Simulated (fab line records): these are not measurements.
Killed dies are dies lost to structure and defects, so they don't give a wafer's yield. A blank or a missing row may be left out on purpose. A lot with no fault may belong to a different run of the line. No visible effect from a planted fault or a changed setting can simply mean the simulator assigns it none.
Matching of chambers | flow nand harc | NHARC_A_BLC_STRIP_29 on rie diel-05: 4 sister chambers
The step strips in CF4. 18 wafers are shown with their chamber, then 9 later ones without.

WAFERS PAIRED WITH THEIR CHAMBERS
wafer  | chamber | showerhead plenum p Torr (Torr) | drypump motor current A (A) | oes product au (a.u.)
L077.1 | 2       | 1.88                            | 6.4                         | 0.987
L077.3 | 3       | 1.80                            | 5.0                         | 0.998
L077.5 | 1       | 1.83                            | 5.4                         | 0.990
L078.1 | 1       | 1.83                            | 5.5                         | 0.990
L078.2 | 2       | 1.88                            | 6.4                         | 0.989
L078.5 | 0       | 1.71                            | 5.0                         | 0.981
L080.1 | 0       | 1.71                            | 5.0                         | 0.996
L080.3 | 1       | 1.83                            | 5.5                         | 0.996
L080.5 | 2       | 1.88                            | 6.4                         | 0.981
L087.1 | 2       | 1.88                            | 6.3                         | 1.002
L087.4 | 0       | 1.71                            | 5.0                         | 0.989
L087.6 | 0       | 1.71                            | 5.0                         | 0.980
L084.2 | 0       | 1.71                            | 5.0                         | 0.992
L084.3 | 3       | 1.80                            | 4.9                         | 1.015
L084.6 | 2       | 1.88                            | 6.4                         | 1.000
L091.1 | 0       | 1.71                            | 5.0                         | 0.983
L091.5 | 2       | 1.87                            | 6.4                         | 0.993
L091.6 | 1       | 1.83                            | 5.5                         | 0.998

SIGNATURES, as means of the wafers listed above
reading                  | chamber 0 | chamber 1 | chamber 2 | chamber 3 | scatter within a chamber
showerhead plenum p Torr | 1.7100    | 1.8300    | 1.8783    | 1.8000    | 0.00244
drypump motor current A  | 5.000     | 5.475     | 6.383     | 4.950     | 0.0386
oes product au           | 0.98683   | 0.99350   | 0.99200   | 1.00650   | 0.0072
Rule: for each reading, subtract the chamber's mean from the wafer's reading, divide by that reading's scatter and square the result; add these up over the readings and take the root, which gives the wafer's distance from the chamber. The wafer belongs to the nearest chamber; if the next one is less than 2 further off, it can't be placed. The scatter: take each reading less its chamber's mean, square it, sum over the shown wafers, divide by the number of wafers less the number of chambers, and take the root.

WAFERS WHOSE CHAMBER IS MISSING
wafer  | showerhead plenum p Torr (Torr) | drypump motor current A (A) | oes product au (a.u.)
L090.2 | 1.80                            | 5.0                         | 1.001
L090.3 | 1.87                            | 6.4                         | 0.999
L090.5 | 1.80                            | 5.0                         | 1.005
L089.2 | 1.87                            | 6.4                         | 0.996
L089.3 | 1.71                            | 5.0                         | 0.986
L089.5 | 1.80                            | 5.0                         | 1.003
L095.3 | 1.87                            | 6.4                         | 0.999
L095.4 | 1.82                            | 5.5                         | 1.019
L095.6 | 1.71                            | 5.0                         | 0.970

WHICH CHAMBER EACH WENT THROUGH
wafer  | from the rows above | in truth
L090.2 | 3                   | 3
L090.3 | 2                   | 2
L090.5 | 3                   | 3
L089.2 | 2                   | 2
L089.3 | 0                   | 0
L089.5 | 3                   | 3
L095.3 | 2                   | 2
L095.4 | 1                   | 1
L095.6 | 0                   | 0
9 of 9 placed correctly. Can't be placed from these rows: 0. Number placed wrongly: 0.
